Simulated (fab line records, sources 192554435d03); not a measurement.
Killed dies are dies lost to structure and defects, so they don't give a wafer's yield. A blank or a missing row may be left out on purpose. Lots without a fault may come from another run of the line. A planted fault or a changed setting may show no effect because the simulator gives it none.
fab line records | flow n5_finfet
record lots=5 wafers=15 last_day=17
route steps=1938 shown MOL_CONTACT_COAG@546
lots that met no fault: from a run of the same line without faults
start_h: hours from the record's first day to the start of the lot's first wafer shown | wait_h: hours since the lot's step before | " the same as in the row above | L1.1+2: a row that stands for several wafers | - no value, or no start given | * or withheld: withheld | < > ~ a bound
route shown NAME@n: a module of which the file shows steps, and the number in the route of the first | usual: mean/standard deviation of fault-free wafers | same: alike in all rows | chamber/n: place in a boat | sites: the reading at each site | _std_site: their standard deviation | _edge_site: outer sites' mean less inner sites' | radius_mm: how far each site lies from the wafer's centre | mask NAME#n: copy n | behind: the tool/chamber that last shaped the wafer | hold: why the lot was held/for how many hours/how that ended | device: the transistor (n, p or np) that didn't switch | end of line: the same wafers' tests at the end of the route | a step without rows: its recipe alone | killed: dies lost to structure and defects at the first sort, not the wafer's yield | map: a wafer's dies, x killed, . not, _ none there
set.NAME: the setting as run; set.NAME@STEP: as run at that earlier step | model.NAME: the simulator's own value behind a step, which no gauge read
lots at some steps of the route; a table a step, a row a wafer
services: from which hour (start_h, from the record's first day; less than 0 if before it) a tool's chamber was out of use, for how many hours, and why
## steps
# step N5_MOL_CONTACT_COAG_PRE_CLEAN_141
# recipe gas=H2/He time_s=60 temp_c=300
# usual heater_power_w=480/43
# columns lot.wafer tool chamber start_h wait_h heater_power_w
L077.3 pvd_sputter-01 - 108.95 1.7 455
L077.4 " - " " 511
L077.6 " - " " 443
L078.1 pvd_sputter-01 - 120.69 1.1 473
L078.3 " - " " 517
L078.5 " - " " 481
L079.1 pvd_sputter-03 - 123.72 1.5 487
L079.2 " - " " 482
L079.5 " - " " 472
L093.2 pvd_sputter-01 - 207.50 0.2 499
L093.5 " - " " 488
L093.6 " - " " 470
L096.2 pvd_sputter-02 - 231.02 0.2 474
L096.3 " - " " 525
L096.6 " - " " 463
# step N5_MOL_CONTACT_COAG_SPUTTER_143
# recipe material=Co target_thk_a=25 temp_c=25 chamber_pressure_pa=0.2
# usual throttle_valve_pct=29.8/0.8
# columns lot.wafer tool chamber start_h wait_h throttle_valve_pct
L077.3 pvd_sputter-01 - 109.01 0.0 29.4
L077.4 " - " " 29.7
L077.6 " - " " 29.8
L078.1 pvd_sputter-01 - 120.75 0.0 30.1
L078.3 " - " " 29.8
L078.5 " - " " 30.0
L079.1 pvd_sputter-03 - 123.78 0.0 29.2
L079.2 " - " " 29.5
L079.5 " - " " 29.9
L093.2 pvd_sputter-01 - 207.56 0.0 29.4
L093.5 " - " " 29.7
L093.6 " - " " 30.3
L096.2 pvd_sputter-02 - 231.08 0.0 28.6
L096.3 " - " " 29.9
L096.6 " - " " 28.5
# step N5_MOL_CONTACT_COAG_CO_FILL_22
# recipe material=Co target_thk_a=200 temp_c=200 precursor=CCTBA/H2 pressure_torr=30
# usual heater_power_w=238/26
# columns lot.wafer tool chamber start_h wait_h heater_power_w
L077.3 cvd_co-01 2 109.13 0.1 204
L077.4 " 0 " " 230
L077.6 " 1 " " 220
L078.1 cvd_co-01 1 120.87 0.1 224
L078.3 " 0 " " 228
L078.5 " 1 " " 222
L079.1 cvd_co-01 1 123.90 0.1 226
L079.2 " 0 " " 228
L079.5 " 1 " " 226
L093.2 cvd_co-01 0 207.68 0.1 230
L093.5 " 0 " " 233
L093.6 " 2 " " 212
L096.2 cvd_co-01 2 231.35 0.2 211
L096.3 " 0 " " 230
L096.6 " 1 " " 221
# step N5_MOL_CONTACT_COAG_ANNEAL_113
# recipe temp_c=400 time_s=300 ambient=H2/N2
# usual lamp_power_pct=2.42/0.074 lamp_zone_4_pct=2.42/0.074 lamp_zone_6_pct=2.40/0.073 wafer_temp_C_max=401.23/0.29
# columns lot.wafer tool chamber start_h wait_h lamp_power_pct lamp_zone_4_pct lamp_zone_6_pct wafer_temp_C_max
L077.3 rtp_anneal-02 0 110.04 0.6 2.40 2.40 2.38 401.34
L077.4 " 0 " " 2.40 2.41 2.38 401.34
L077.6 " 0 " " 2.40 2.40 2.38 401.66
L078.1 rtp_anneal-02 0 121.64 0.5 2.41 2.40 2.38 401.09
L078.3 " 0 " " 2.40 2.40 2.38 401.81
L078.5 " 0 " " 2.40 2.40 2.38 401.36
L079.1 rtp_anneal-01 0 124.52 0.3 2.67 2.67 2.65 401.22
L079.2 " 0 " " 2.68 2.67 2.65 401.14
L079.5 " 0 " " 2.67 2.67 2.64 400.66
L093.2 rtp_anneal-02 0 208.96 1.0 2.40 2.41 2.38 401.22
L093.5 " 0 " " 2.40 2.40 2.38 400.98
L093.6 " 0 " " 2.40 2.40 2.38 401.18
L096.2 rtp_anneal-02 0 232.31 0.7 2.40 2.40 2.37 401.24
L096.3 " 0 " " 2.40 2.40 2.38 400.99
L096.6 " 0 " " 2.41 2.41 2.38 401.40
# step N5_MOL_CONTACT_COAG_PRE_CLEAN_142
# recipe gas=H2/He time_s=60 temp_c=300
# usual heater_power_w=490/47
# columns lot.wafer tool chamber start_h wait_h heater_power_w
L077.3 pvd_sputter-02 - 114.20 4.0 469
L077.4 " - " " 585
L077.6 " - " " 519
L078.1 pvd_sputter-01 - 123.72 1.9 463
L078.3 " - " " 508
L078.5 " - " " 454
L079.1 pvd_sputter-02 - 126.76 2.1 450
L079.2 " - " " 464
L079.5 " - " " 509
L093.2 pvd_sputter-01 - 210.20 1.1 512
L093.5 " - " " 504
L093.6 " - " " 504
L096.2 pvd_sputter-01 - 233.22 0.8 500
L096.3 " - " " 475
L096.6 " - " " 511
# step N5_MOL_CONTACT_COAG_SPUTTER_130
# recipe material=Co target_thk_a=475 temp_c=25 chamber_pressure_pa=0.5 power_w=3000
# usual cathode_dc_power_W=3000.0/0.59 throttle_valve_pct=29.9/0.87
# columns lot.wafer tool chamber start_h wait_h cathode_dc_power_W throttle_valve_pct
L077.3 pvd_sputter-02 - 114.26 0.0 2999.8 28.6
L077.4 " - " " 3000.1 31.2
L077.6 " - " " 3000.0 30.1
L078.1 pvd_sputter-01 - 123.78 0.0 2999.1 29.6
L078.3 " - " " 3000.1 29.8
L078.5 " - " " 3000.5 29.3
L079.1 pvd_sputter-02 - 126.82 0.0 3000.5 29.2
L079.2 " - " " 2999.4 28.7
L079.5 " - " " 3000.0 30.0
L093.2 pvd_sputter-01 - 210.26 0.0 3000.2 29.7
L093.5 " - " " 2999.6 29.5
L093.6 " - " " 3000.9 31.0
L096.2 pvd_sputter-01 - 233.28 0.0 2999.8 29.7
L096.3 " - " " 3000.4 30.2
L096.6 " - " " 3001.0 29.7
# step N5_MOL_CONTACT_COAG_PRECLEAN_125
# recipe chemistry=DIW time_s=57.5 temp_c=23
# columns lot.wafer tool chamber start_h wait_h
L077.3+4+6 wet_bench-05 0,5,3 114.39 0.1
L078.1+3+5 wet_bench-04 1,2,4 123.91 0.1
L079.1+2+5 wet_bench-01 3,6,5 126.95 0.1
L093.2+5+6 wet_bench-01 5,4,2 210.39 0.1
L096.2+3+6 wet_bench-04 6,3,2 233.41 0.1
# step N5_MOL_CONTACT_COAG_SRD_126
# recipe dry_time_s=32 dry=n2_spin spin_rpm=1500
# columns lot.wafer tool chamber start_h wait_h
L077.3+4+6 wet_bench-05 0,5,3 114.41 0.0
L078.1+3+5 wet_bench-04 1,2,4 123.93 0.0
L079.1+2+5 wet_bench-01 3,6,5 126.98 0.0
L093.2+5+6 wet_bench-01 5,4,2 210.41 0.0
L096.2+3+6 wet_bench-04 6,3,2 233.43 0.0
# step N5_MOL_CONTACT_COAG_CMP_23
# recipe stop_on=SiO2 t_overpolish_s=1.5 post_cmp_clean=cu_alkaline down_force_psi=2 platen_rpm=50.289 pad_velocity_m_s=1.0006 target_thk_nm=0
# usual motor_current_A=7.9/0.79 overpolish_run_s=1.499/0.0085 pad_life_wafers=843/510 time_to_endpoint_s=9.3/1.8
# same t_overpolish_s=1.5
# columns lot.wafer tool chamber start_h wait_h motor_current_A overpolish_run_s pad_life_wafers time_to_endpoint_s
L077.3 cmp-03 3 114.44 0.0 9.4 1.495 1512 8.3
L077.4 " 1 " " 7.3 1.498 1514 12.1
L077.6 " 3 " " 9.7 1.504 - 11.0
L078.3 cmp-01 3 124.04 0.1 7.6 1.483 608 8.8
L078.1 " 0 " " 7.6 1.499 609 11.3
L078.5 " 1 " " 7.1 1.510 - 9.7
L079.1 cmp-03 2 127.06 0.1 8.0 1.488 1609 10.4
L079.2 " 0 " " 9.0 1.485 1611 9.0
L079.5 " 1 " " 7.4 1.505 - 9.9
L093.2 cmp-03 1 210.48 0.1 7.7 1.500 289 7.6
L093.5 " 0 " " 8.7 1.498 - 6.7
L093.6 " 1 " " 7.7 1.476 - 6.9
L096.2 cmp-03 0 233.50 0.1 8.4 1.503 481 11.2
L096.3 " 1 " " 7.4 1.491 482 11.9
L096.6 " 3 " " 9.0 1.500 - 10.2
# step N5_MOL_CONTACT_COAG_WET_ETCH_26
# recipe target=Co target_depth_nm=13
# columns lot.wafer tool chamber start_h wait_h
L077.3+4+6 wet_bench-01 1,5,0 114.80 0.0
L078.1+3+5 wet_bench-04 3,1,4 124.51 0.2
L079.1+2+5 wet_bench-04 5,0,6 127.37 0.0
L093.2+5+6 wet_bench-04 5,0,4 210.79 0.0
L096.2+3+6 wet_bench-04 1,4,5 233.81 0.0
# step N5_MOL_CONTACT_COAG_WET_ETCH_116
# recipe chemistry=SC1-inhibited target_depth_nm=4.6 dry=ipa_marangoni rinse_time_s=30 rinse_temp_c=23
# columns lot.wafer tool chamber start_h wait_h
L077.3+4+6 wet_bench-01 1,5,0 114.95 0.0
L078.1+3+5 wet_bench-04 3,1,4 124.66 0.0
L079.1+2+5 wet_bench-04 5,0,6 127.52 0.0
L093.2+5+6 wet_bench-04 5,0,4 210.94 0.0
L096.2+3+6 wet_bench-04 1,4,5 233.96 0.0
# step N5_MOL_CONTACT_COAG_ALD_27
# recipe material=SiOC target_thk_a=170 temp_c=400 ald_precursor_family=carbosiloxane ald_co_reactant=H2-plasma pulse_time_s=1.5 time_s=2720 purge_time_s=2 co_reactant_purge_time_s=2 ald_cycles=340 pressure_torr=2
# usual heater_power_w=875/66 precursor_pulse_height_rel=1.000/0.019
# columns lot.wafer tool chamber start_h wait_h heater_power_w precursor_pulse_height_rel
L077.3 ald_sin-01 1 115.27 0.0 983 1.014
L077.4 " 2 " " 860 1.007
L077.6 " 1 " " 980 1.013
L078.1 ald_sin-01 2 124.98 0.0 858 0.998
L078.3 " 3 " " 719 0.998
L078.5 " 2 " " 851 0.991
L079.1 ald_sin-04 2 127.84 0.0 871 1.003
L079.2 " 3 " " 937 0.983
L079.5 " 3 " " 924 0.985
L093.2 ald_sin-01 1 211.26 0.0 978 1.007
L093.5 " 1 " " 995 0.949
L093.6 " 0 " " 818 1.028
L096.2 ald_sin-04 1 234.28 0.0 827 1.017
L096.3 " 3 " " 936 1.006
L096.6 " 0 " " 916 1.004
# step N5_MOL_CONTACT_COAG_CMP_28
# recipe stop_on=SiNx t_overpolish_s=0.85 post_cmp_clean=alkaline_brush down_force_psi=4.15 platen_rpm=51.8 pad_velocity_m_s=1.0307 target_thk_nm=14.522
# usual motor_current_A=12.3/1.3 pad_life_wafers=928/610 time_to_endpoint_s=4.6/2
# same t_overpolish_s=0.85
# columns lot.wafer tool chamber start_h wait_h motor_current_A pad_life_wafers time_to_endpoint_s
L077.3 cmp-03 0 116.92 0.9 13.7 1544 3.0
L077.4 " 1 " " 10.8 1545 5.7
L077.6 " 3 " " 14.6 - 2.9
L078.3 cmp-03 2 126.58 0.8 12.4 1603 6.2
L078.1 " 3 " " 15.0 1604 3.2
L078.5 " 1 " " 10.7 - 7.0
L079.2 cmp-01 3 129.45 0.8 11.7 661 7.1
L079.1 " 0 " " 12.4 662 8.0
L079.5 " 2 " " 11.4 - 5.3
L093.2 cmp-03 1 212.98 0.9 11.2 307 2.2
L093.5 " 0 " " 12.7 - 2.8
L093.6 " 1 " " 10.9 - 5.1
L096.3 cmp-02 0 235.91 0.9 13.5 1848 4.1
L096.2 " 2 " " 11.4 1850 6.4
L096.6 " 1 " " 10.6 - 5.0
# step N5_MOL_CONTACT_COAG_THK_MEAS_29
# recipe reads=SiNx_of_GATE_CUT_PECVD_57+SiNx_of_GATE_CUT_SAC_CAP_01
# usual MD_CAP_THK=17.89/0.089
# columns lot.wafer tool chamber start_h wait_h MD_CAP_THK[nm]
L077.3 film_metro-01 - 117.14 - 17.93
L077.4 " - " " 18.01
L077.6 " - " " 17.84
L078.1 film_metro-02 - 126.84 - 17.90
L078.3 " - " " 17.98
L078.5 " - " " 17.71
L079.1 film_metro-02 - 129.71 - 17.86
L079.2 " - " " 17.87
L079.5 " - " " 17.86
L093.2 film_metro-02 - 213.23 - 17.79
L093.5 " - " " 17.75
L093.6 " - " " 17.86
L096.2 film_metro-02 - 236.20 - 17.83
L096.3 " - " " 17.94
L096.6 " - " " 18.01
# step N5_MOL_CONTACT_COAG_ALD_123
# recipe material=SiNx target_thk_a=50 temp_c=400 ald_precursor_family=SiH2I2 ald_co_reactant=N2/H2-plasma pulse_time_s=1 purge_time_s=2 co_reactant_purge_time_s=2 ald_cycles=100 pressure_torr=2
# usual heater_power_w=873/76 precursor_pulse_height_rel=0.997/0.02
# columns lot.wafer tool chamber start_h wait_h heater_power_w precursor_pulse_height_rel
L077.3 ald_sin-04 1 117.17 0.0 840 0.950
L077.4 " 2 " " 888 1.038
L077.6 " 1 " " 875 1.006
L078.1 ald_sin-01 3 126.88 0.0 725 0.977
L078.3 " 0 " " 794 0.953
L078.5 " 2 " " 848 0.974
L079.1 ald_sin-03 0 129.74 0.0 903 0.991
L079.2 " 2 " " 772 0.983
L079.5 " 1 " " 880 0.994
L093.2 ald_sin-03 1 213.50 0.3 905 0.986
L093.5 " 1 " " 919 1.006
L093.6 " 0 " " 921 1.037
L096.2 ald_sin-03 3 236.38 0.2 956 0.993
L096.3 " 0 " " 935 0.990
L096.6 " 0 " " 936 1.008
# step N5_MOL_CONTACT_COAG_PECVD_31
# recipe material=SiO2 target_thk_a=460 temp_c=400 precursor=TEOS/O2 pressure_torr=6.5 rf_w=withheld teos_flow_sccm=withheld gas=O2 flow_sccm=2650 time_s=8.9
# columns lot.wafer tool chamber start_h wait_h
L077.3+4+6 pecvd-02 1,0,2 117.68 0.3
L078.1+3+5 pecvd-02 0,2,0 127.38 0.3
L079.1+2+5 pecvd-03 0,1,1 130.25 0.3
L093.2+5+6 pecvd-03 1,1,0 214.01 0.3
L096.2+3+6 pecvd-04 1,2,0 236.88 0.3
# step N5_MOL_CONTACT_COAG_COAT_75
# recipe resist=SOC temp_c=250 time_s=60 spin_rpm=1500 resist_thk_nm=60
# usual spin_speed_rpm=1500.0/1
# columns lot.wafer tool chamber start_h wait_h spin_speed_rpm
L077.3 litho_track-02 0 117.73 0.0 1499.8
L077.4 " 0 " " 1499.9
L077.6 " 0 " " 1500.4
L078.1 litho_track-05 0 127.45 0.1 1502.2
L078.3 " 0 " " 1500.8
L078.5 " 0 " " 1501.5
L079.1 litho_track-05 0 130.31 0.0 1500.9
L079.2 " 0 " " 1500.6
L079.5 " 0 " " 1499.0
L093.2 litho_track-03 0 214.06 0.0 1499.1
L093.5 " 0 " " 1500.0
L093.6 " 0 " " 1500.4
L096.2 litho_track-05 0 236.94 0.0 1500.5
L096.3 " 0 " " 1500.2
L096.6 " 0 " " 1500.1
# step N5_MOL_CONTACT_COAG_COAT_76
# recipe resist=SiARC temp_c=220 time_s=60 spin_rpm=1500 resist_thk_nm=10
# usual spin_speed_rpm=1500.0/1
# columns lot.wafer tool chamber start_h wait_h spin_speed_rpm
L077.3 litho_track-02 0 - - 1500.6
L077.4 " 0 " " 1502.5
L077.6 " 0 " " 1500.7
L078.1 litho_track-05 0 - - 1498.6
L078.3 " 0 " " 1500.0
L078.5 " 0 " " 1499.9
L079.1 litho_track-05 0 - - 1500.1
L079.2 " 0 " " 1498.9
L079.5 " 0 " " 1500.2
L093.2 litho_track-03 0 - - 1499.7
L093.5 " 0 " " 1499.6
L093.6 " 0 " " 1500.5
L096.2 litho_track-05 0 - - 1498.1
L096.3 " 0 " " 1499.5
L096.6 " 0 " " 1498.8
# step N5_MOL_CONTACT_COAG_COAT_77
# recipe resist=underlayer temp_c=205 time_s=60 spin_rpm=1500 resist_thk_nm=10
# usual spin_speed_rpm=1500.1/1
# columns lot.wafer tool chamber start_h wait_h spin_speed_rpm
L077.3 litho_track-02 0 - - 1499.3
L077.4 " 0 " " 1498.7
L077.6 " 0 " " 1499.2
L078.1 litho_track-05 0 - - 1499.2
L078.3 " 0 " " 1500.6
L078.5 " 0 " " 1498.1
L079.1 litho_track-05 0 - - 1500.3
L079.2 " 0 " " 1500.3
L079.5 " 0 " " 1499.2
L093.2 litho_track-03 0 - - 1500.1
L093.5 " 0 " " 1501.2
L093.6 " 0 " " 1499.3
L096.2 litho_track-05 0 - - 1498.9
L096.3 " 0 " " 1500.7
L096.6 " 0 " " 1500.0
# step N5_MOL_CONTACT_COAG_COAT_78
# recipe resist=CAR-EUV spin_rpm=1500 resist_thk_nm=40
# usual spin_speed_rpm=1499.9/1
# columns lot.wafer tool chamber start_h wait_h spin_speed_rpm
L077.3 litho_track-02 0 - - 1500.3
L077.4 " 0 " " 1500.5
L077.6 " 0 " " 1500.3
L078.1 litho_track-05 0 - - 1500.7
L078.3 " 0 " " 1499.9
L078.5 " 0 " " 1496.9
L079.1 litho_track-05 0 - - 1498.8
L079.2 " 0 " " 1500.3
L079.5 " 0 " " 1500.3
L093.2 litho_track-03 0 - - 1499.7
L093.5 " 0 " " 1500.0
L093.6 " 0 " " 1499.0
L096.2 litho_track-05 0 - - 1500.8
L096.3 " 0 " " 1500.6
L096.6 " 0 " " 1500.4
# step N5_MOL_CONTACT_COAG_EBR_80
# recipe solvent=PGMEA ebr_width_mm=1.5
# columns lot.wafer tool chamber start_h wait_h
L077.3+4+6 litho_track-02 0 - -
L078.1+3+5 litho_track-05 0 - -
L079.1+2+5 litho_track-05 0 - -
L093.2+5+6 litho_track-03 0 - -
L096.2+3+6 litho_track-05 0 - -
# step N5_MOL_CONTACT_COAG_SOFTBAKE_79
# recipe temp_c=110 time_s=60 resist=CAR-EUV
# columns lot.wafer tool chamber start_h wait_h
L077.3+4+6 litho_track-02 0 - -
L078.1+3+5 litho_track-05 0 - -
L079.1+2+5 litho_track-05 0 - -
L093.2+5+6 litho_track-03 0 - -
L096.2+3+6 litho_track-05 0 - -
# step N5_MOL_CONTACT_COAG_EXPOSE_81
# recipe mask_id=VG na=0.33 source_shape=annular sigma_inner=0.3 sigma_outer=0.7 polarization=unpolarized defocus_nm=0 dose_mj=59.5
# same na=0.33 sigma_inner=0.3
# columns lot.wafer tool chamber start_h wait_h mask
L077.3+4+6 euv_scanner-01 0 118.01 - VG#0
L078.1+3+5 euv_scanner-02 0 127.71 - VG#0
L079.1+2+5 euv_scanner-01 0 130.57 - VG#0
L093.2+5+6 euv_scanner-01 0 214.34 - VG#0
L096.2+3+6 euv_scanner-02 0 237.21 - VG#0
# step N5_MOL_CONTACT_COAG_PEB_82
# recipe peb_temp_c=100 peb_time_s=60 resist=CAR-EUV
# columns lot.wafer tool chamber start_h wait_h
L077.3+4+6 litho_track-02 0 118.07 0.1
L078.1+3+5 litho_track-03 0 127.79 0.1
L079.1+2+5 litho_track-02 0 130.64 0.1
L093.2+5+6 litho_track-03 0 214.41 0.1
L096.2+3+6 litho_track-03 0 237.28 0.1
# step N5_MOL_CONTACT_COAG_DEVELOP_83
# recipe develop_time_s=30 developer=TMAH resist=CAR-EUV rinse_liquid=surfactant_rinse dry=air_spin dev_temp_c=23
# columns lot.wafer tool chamber start_h wait_h
L077.3+4+6 litho_track-02 0 - -
L078.1+3+5 litho_track-03 0 - -
L079.1+2+5 litho_track-02 0 - -
L093.2+5+6 litho_track-03 0 - -
L096.2+3+6 litho_track-03 0 - -
# step N5_MOL_CONTACT_COAG_CD_MEAS_84
# recipe target_cd_nm=25.1 landing_energy_ev=500 detector=se_inlens polarity=opening
# usual cd_nm=25.07/0.28
# columns lot.wafer tool chamber start_h wait_h cd_nm
L077.3 cd_sem-02 0 118.14 - 24.75
L077.4 " 0 " " 24.97
L077.6 " 0 " " 24.70
L078.1 cd_sem-02 0 127.86 - 25.22
L078.3 " 0 " " 25.19
L078.5 " 0 " " 24.55
L079.1 cd_sem-03 0 130.71 - 25.15
L079.2 " 0 " " 25.49
L079.5 " 0 " " 24.96
L093.2 cd_sem-03 0 214.48 - 24.78
L093.5 " 0 " " 25.18
L093.6 " 0 " " 25.15
L096.2 cd_sem-03 0 237.35 - 24.78
L096.3 " 0 " " 24.40
L096.6 " 0 " " 25.11
# step N5_MOL_CONTACT_COAG_OVL_MEAS_85
# recipe points_per_wafer=522
# usual VG_OVL=-0.4/0.63
# columns lot.wafer tool chamber start_h wait_h VG_OVL[nm]
L077.3 overlay-01 0 118.18 0.0 -0.7
L077.4 " 0 " " -1.2
L077.6 " 0 " " -1.4
L078.1 overlay-02 0 127.89 0.0 -0.3
L078.3 " 0 " " -0.6
L078.5 " 0 " " -1.2
L079.1 overlay-01 0 130.74 0.0 0.4
L079.2 " 0 " " -0.6
L079.5 " 0 " " 0.5
L093.2 overlay-02 0 214.51 0.0 -1.5
L093.5 " 0 " " 0.1
L093.6 " 0 " " -0.1
L096.2 overlay-01 0 237.38 0.0 -0.6
L096.3 " 0 " " -0.6
L096.6 " 0 " " 0.0
# step N5_MOL_CONTACT_COAG_INSPECT_57
# recipe mode=adi inspect_instrument=brightfield
# usual raw_defect_count=207/80
# columns lot.wafer tool chamber start_h wait_h raw_defect_count
L077.3 defect_inspect-01 - 118.23 0.0 202
L077.4 " - " " 356
L077.6 " - " " 276
L078.1 defect_inspect-01 - 127.94 0.1 153
L078.3 " - " " 194
L078.5 " - " " 172
L079.1 defect_inspect-02 - 130.80 0.1 160
L079.2 " - " " 168
L079.5 " - " " 126
L093.2 defect_inspect-01 - 214.57 0.0 150
L093.5 " - " " 182
L093.6 " - " " 185
L096.2 defect_inspect-01 - 237.43 0.0 97
L096.3 " - " " 259
L096.6 " - " " 158
# step N5_MOL_CONTACT_COAG_DESCUM_88
# recipe chemistry=O2 time_s=7 source_power_w=50 bias_power_w=20 pressure_mtorr=20 rf_frequency_hz=2.712e+07 temp_c=40 resist=CAR-EUV o2_flow_sccm=225
# usual drypump_motor_current_A=5.6/0.43 oes_product_au=0.82/0.087 rf_vpp_V=243.4/1.5 showerhead_plenum_p_Torr=2.11/0.077 throttle_valve_pct=20.42/0.26
# columns lot.wafer tool chamber start_h wait_h drypump_motor_current_A oes_product_au rf_hours_counter_h rf_vpp_V showerhead_plenum_p_Torr throttle_valve_pct
L077.3 rie_diel-05 0 118.26 0.0 5.5 0.90 20 243.5 2.04 20.10
L077.4 " 3 " " 4.9 0.96 - 245.2 2.23 20.20
L077.6 " 2 " " 5.6 0.89 - 243.4 2.03 20.51
L078.1 rie_diel-05 0 127.98 0.0 5.5 0.90 21 241.8 2.04 20.12
L078.3 " 3 " " 5.0 0.92 10 245.8 2.23 20.22
L078.5 " 0 " " 5.5 0.90 - 243.8 2.04 20.12
L079.1 rie_diel-05 0 130.85 0.1 5.5 0.90 22 242.2 2.04 20.12
L079.2 " 2 " " 5.7 0.89 51 242.2 2.03 20.53
L079.5 " 1 " " 6.1 0.98 - 242.5 2.15 20.10
L093.2 rie_diel-01 0 214.74 0.2 6.2 0.69 237 242.6 2.06 20.82
L093.5 " 3 " " 5.3 0.79 - 241.8 2.02 20.06
L093.6 " 2 " " 5.3 0.76 - 240.3 2.02 20.31
L096.2 rie_diel-01 1 237.51 0.1 5.6 0.69 244 241.3 2.06 20.60
L096.3 " 0 " " 6.2 0.68 246 242.6 2.06 20.84
L096.6 " 2 " " 5.3 0.76 - 242.5 2.02 20.31
# step N5_MOL_CONTACT_COAG_ETCH_89
# recipe chemistry=N2/H2 target=underlayer target_depth_a=130 mask_material=CAR-EUV time_s=10.4 ion_energy_ev=200 pressure_mtorr=30 source_w=840 bias_w=150 n2_flow_sccm=200 h2_flow_sccm=200 ends=cleared
# usual drypump_motor_current_A=5.6/0.43 etch_rf_on_time_s=10.34/0.17 oes_product_au=0.70/0.074 rf_vpp_V=524.5/2.6 showerhead_plenum_p_Torr=2.56/0.091 throttle_valve_pct=17.82/0.25
# columns lot.wafer tool chamber start_h wait_h drypump_motor_current_A etch_rf_on_time_s oes_product_au rf_hours_counter_h rf_vpp_V showerhead_plenum_p_Torr throttle_valve_pct
L077.3 rie_diel-05 0 118.30 0.0 5.5 10.43 0.76 20 522.4 2.49 17.52
L077.4 " 3 " " 5.0 10.25 0.81 - 528.8 2.71 17.52
L077.6 " 2 " " 5.7 9.99 0.77 - 521.2 2.48 17.97
L078.1 rie_diel-05 0 128.01 0.0 5.5 10.40 0.76 21 522.2 2.49 17.52
L078.3 " 3 " " 5.0 10.22 0.78 10 529.3 2.71 17.51
L078.5 " 0 " " 5.5 10.42 0.76 - 520.6 2.49 17.54
L079.1 rie_diel-05 0 130.89 0.0 5.5 10.33 0.76 22 522.9 2.49 17.54
L079.2 " 2 " " 5.7 9.87 0.77 51 521.2 2.47 17.98
L079.5 " 1 " " 6.1 10.04 0.85 - 525.4 2.60 17.51
L093.2 rie_diel-01 0 214.77 0.0 6.2 10.68 0.59 237 523.8 2.52 18.30
L093.5 " 3 " " 5.3 10.56 0.67 - 520.9 2.45 17.59
L093.6 " 2 " " 5.3 10.36 0.65 - 520.5 2.45 17.83
L096.2 rie_diel-01 1 237.54 0.0 5.6 10.37 0.59 244 522.6 2.50 18.03
L096.3 " 0 " " 6.2 10.56 0.58 246 523.0 2.51 18.33
L096.6 " 2 " " 5.3 10.28 0.66 - 520.3 2.44 17.80
# step N5_MOL_CONTACT_COAG_ETCH_90
# recipe chemistry=CF4 target=SiARC target_depth_a=130 mask_material=CAR-EUV time_s=21.7 ion_energy_ev=80 pressure_mtorr=40 source_w=545 bias_w=36 Ar_flow_sccm=100 cf4_flow_sccm=100 ends=cleared
# usual drypump_motor_current_A=5.6/0.43 etch_rf_on_time_s=21.5/0.32 oes_product_au=0.71/0.075 rf_vpp_V=184.3/1.2 showerhead_plenum_p_Torr=2.16/0.072 throttle_valve_pct=15.59/0.28
# columns lot.wafer tool chamber start_h wait_h drypump_motor_current_A etch_rf_on_time_s oes_product_au rf_hours_counter_h rf_vpp_V showerhead_plenum_p_Torr throttle_valve_pct
L077.3 rie_diel-05 0 118.32 0.0 5.5 21.7 0.77 20 184.4 2.11 15.32
L077.4 " 3 " " 5.0 21.3 0.82 - 186.3 2.28 15.40
L077.6 " 2 " " 5.6 20.9 0.77 - 184.9 2.09 15.73
L078.1 rie_diel-05 0 128.03 0.0 5.5 21.6 0.77 21 184.0 2.11 15.33
L078.3 " 3 " " 5.0 21.3 0.78 10 186.1 2.27 15.39
L078.5 " 0 " " 5.5 21.7 0.77 - 181.5 2.11 15.33
L079.1 rie_diel-05 0 130.91 0.0 5.5 21.5 0.77 22 183.3 2.11 15.31
L079.2 " 2 " " 5.7 21.1 0.76 51 183.4 2.09 15.75
L079.5 " 1 " " 6.1 21.1 0.84 - 185.3 2.19 15.23
L093.2 rie_diel-01 0 214.79 0.0 6.2 21.9 0.59 237 183.2 2.12 16.07
L093.5 " 3 " " 5.4 21.9 0.67 - 184.7 2.07 15.24
L093.6 " 2 " " 5.3 21.6 0.66 - 182.7 2.07 15.46
L096.2 rie_diel-01 1 237.56 0.0 5.6 22.0 0.58 244 183.2 2.12 15.83
L096.3 " 0 " " 6.2 21.9 0.59 246 183.8 2.11 16.08
L096.6 " 2 " " 5.3 21.5 0.65 - 181.6 2.06 15.48
# step N5_MOL_CONTACT_COAG_ALD_131
# recipe material=SiO2 target_thk_a=50 temp_c=100 ald_precursor_family=BDEAS ald_co_reactant=O2-plasma pulse_time_s=1 co_reactant_pulse_time_s=1 purge_time_s=2 co_reactant_purge_time_s=2 ald_cycles=35 pressure_torr=2
# usual heater_power_w=80/7 precursor_pulse_height_rel=0.999/0.02
# columns lot.wafer tool chamber start_h wait_h heater_power_w precursor_pulse_height_rel
L077.3 ald_sin-01 1 118.40 0.1 89 0.991
L077.4 " 2 " " 80 0.996
L077.6 " 1 " " 88 1.004
L078.1 ald_sin-01 3 128.11 0.1 65 1.019
L078.3 " 2 " " 81 1.013
L078.5 " 3 " " 66 1.033
L079.1 ald_sin-04 3 130.99 0.1 85 0.996
L079.2 " 0 " " 88 0.997
L079.5 " 3 " " 85 0.987
L093.2 ald_sin-01 1 214.87 0.1 88 0.993
L093.5 " 3 " " 67 0.975
L093.6 " 0 " " 76 0.991
L096.2 ald_sin-03 3 237.64 0.1 88 0.985
L096.3 " 1 " " 85 0.998
L096.6 " 2 " " 72 1.031
## services
# columns tool chamber start_h hours kind
ald_sin-03 - 85.29 14.0 pm
cmp-03 - 87.60 6.7 repair
euv_scanner-01 - 101.69 0.8 repair
wet_bench-01 - 102.91 3.2 repair
euv_scanner-01 - 107.00 4.6 pm
euv_scanner-02 - 112.61 1.0 pm
euv_scanner-01 - 116.35 1.0 repair
cvd_co-01 - 122.50 0.8 repair
euv_scanner-01 - 129.14 0.2 repair
euv_scanner-01 - 142.01 1.0 pm
ald_sin-03 - 143.78 28.1 pm
cvd_co-01 - 153.72 6.9 pm
cmp-03 - 158.01 2.5 repair
euv_scanner-01 - 163.87 1.1 repair
cmp-03 - 175.35 4.0 pm
ald_sin-04 - 176.82 14.0 pm
ald_sin-01 - 186.80 0.8 pm
ald_sin-03 - 187.19 2.6 repair
cvd_co-01 2 189.17 15.3 repair
ald_sin-01 0 196.32 3.0 repair
euv_scanner-01 - 198.16 1.0 pm
ald_sin-03 0 199.37 8.0 repair
cvd_co-01 1 205.77 4.3 repair
cvd_co-01 0 208.60 9.6 repair
## key
fault none
